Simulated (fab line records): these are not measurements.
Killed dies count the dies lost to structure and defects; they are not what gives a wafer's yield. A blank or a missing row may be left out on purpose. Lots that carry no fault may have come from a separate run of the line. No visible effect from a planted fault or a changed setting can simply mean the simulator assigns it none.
Which tool is to blame? | flow n5Finfet | Sampling: 11 lots, 32 wafers, 5 of 1938 route steps

== WHAT EACH GAUGE READ, for each wafer ==
N5_BEOL_M4_RC_MEAS_101.
lot  | measured     | on        | DIBL_N (mV/V)
L143 | day 8 20:52  | prober-01 | 33.1 34.9 38.3
L149 | day 9 16:56  | prober-02 | 39.1 41.6 41.1
L148 | day 9 23:44  | prober-02 | 39.5 39.0 37.1
L151 | day 10 02:48 | prober-01 | 35.0 36.8 34.8
L153 | day 10 22:29 | prober-01 | 34.5 34.3 35.6
L156 | day 12 05:52 | prober-02 | 35.7 36.4 35.5
L159 | day 12 10:00 | prober-02 | 37.2 39.3 35.4
L162 | day 12 18:49 | prober-01 | 37.2 36.0 37.9
L165 | day 15 04:58 | prober-02 | 34.8 33.9
L164 | day 14 02:22 | prober-02 | 36.5 40.9 36.9
L166 | day 14 08:18 | prober-02 | 38.0 37.7 35.5

== WHAT TOOL EACH LOT RAN ON (gives the tool, then ch and the chambers of the sampled wafers, and finally the start) ==
lot  | N5_BEOL_M4_ANNEAL_80        | N5_BEOL_M4_SPUTTER_94       | N5_BEOL_M4_SPUTTER_96       | N5_BEOL_M4_ANNEAL_51
L143 | pvdSputter-02, day 8 18:08  | pvdSputter-02, day 8 19:23  | pvdSputter-02, day 8 19:36  | rtpAnneal-02 ch 0, day 8 19:50
L149 | pvdSputter-03, day 9 14:11  | pvdSputter-03, day 9 15:26  | pvdSputter-03, day 9 15:39  | rtpAnneal-02 ch 0, day 9 16:02
L148 | pvdSputter-03, day 9 20:44  | pvdSputter-03, day 9 21:58  | pvdSputter-03, day 9 22:11  | rtpAnneal-01 ch 0, day 9 22:36
L151 | pvdSputter-02, day 10 00:04 | pvdSputter-02, day 10 01:18 | pvdSputter-02, day 10 01:31 | rtpAnneal-01 ch 0, day 10 01:46
L153 | pvdSputter-02, day 10 19:56 | pvdSputter-02, day 10 21:10 | pvdSputter-02, day 10 21:23 | rtpAnneal-02 ch 0, day 10 21:35
L156 | pvdSputter-03, day 12 03:01 | pvdSputter-03, day 12 04:15 | pvdSputter-03, day 12 04:28 | rtpAnneal-01 ch 0, day 12 04:51
L159 | pvdSputter-01, day 12 07:14 | pvdSputter-01, day 12 08:28 | pvdSputter-01, day 12 08:41 | rtpAnneal-02 ch 0, day 12 09:06
L162 | pvdSputter-01, day 12 16:08 | pvdSputter-01, day 12 17:23 | pvdSputter-01, day 12 17:36 | rtpAnneal-01 ch 0, day 12 17:55
L165 | pvdSputter-03, day 13 09:49 | pvdSputter-03, day 13 11:04 | pvdSputter-03, day 15 03:20 | rtpAnneal-01 ch 0, day 15 03:40
L164 | pvdSputter-01, day 13 23:43 | pvdSputter-01, day 14 00:58 | pvdSputter-01, day 14 01:11 | rtpAnneal-02 ch 0, day 14 01:22
L166 | pvdSputter-02, day 14 05:44 | pvdSputter-02, day 14 06:59 | pvdSputter-02, day 14 07:12 | rtpAnneal-02 ch 0, day 14 07:23
- N5_BEOL_M4_ANNEAL_80: time 240 s.
- N5_BEOL_M4_SPUTTER_94: material Cu, target thk 4.5 nm, time 8.29 s.
- N5_BEOL_M4_SPUTTER_96: material Cu, target thk 4.5 nm, time 8.29 s.
- N5_BEOL_M4_ANNEAL_51: time 90 s.

== THE ANSWER, worked out from the rows above alone ==
Rule: usual is defined by the lots themselves. Put in order of their means at a reading, lots are off if they are a third of the lots or fewer, leave a main group of 4 or more, and stand apart from it by a gap of 3 or more times the standard deviation of the main group's means; of several such gaps the widest counts. If all means in a main group match to the digits the tables above print for the reading, that group is not used. A lot without any number at a reading at which 4 lots or more have one is off too. All remaining lots with rows at the step are treated as sound.
No lot is off at any reading shown: from this, nothing can be told.

== WHAT THE SIMULATOR HAD PUT IN ==
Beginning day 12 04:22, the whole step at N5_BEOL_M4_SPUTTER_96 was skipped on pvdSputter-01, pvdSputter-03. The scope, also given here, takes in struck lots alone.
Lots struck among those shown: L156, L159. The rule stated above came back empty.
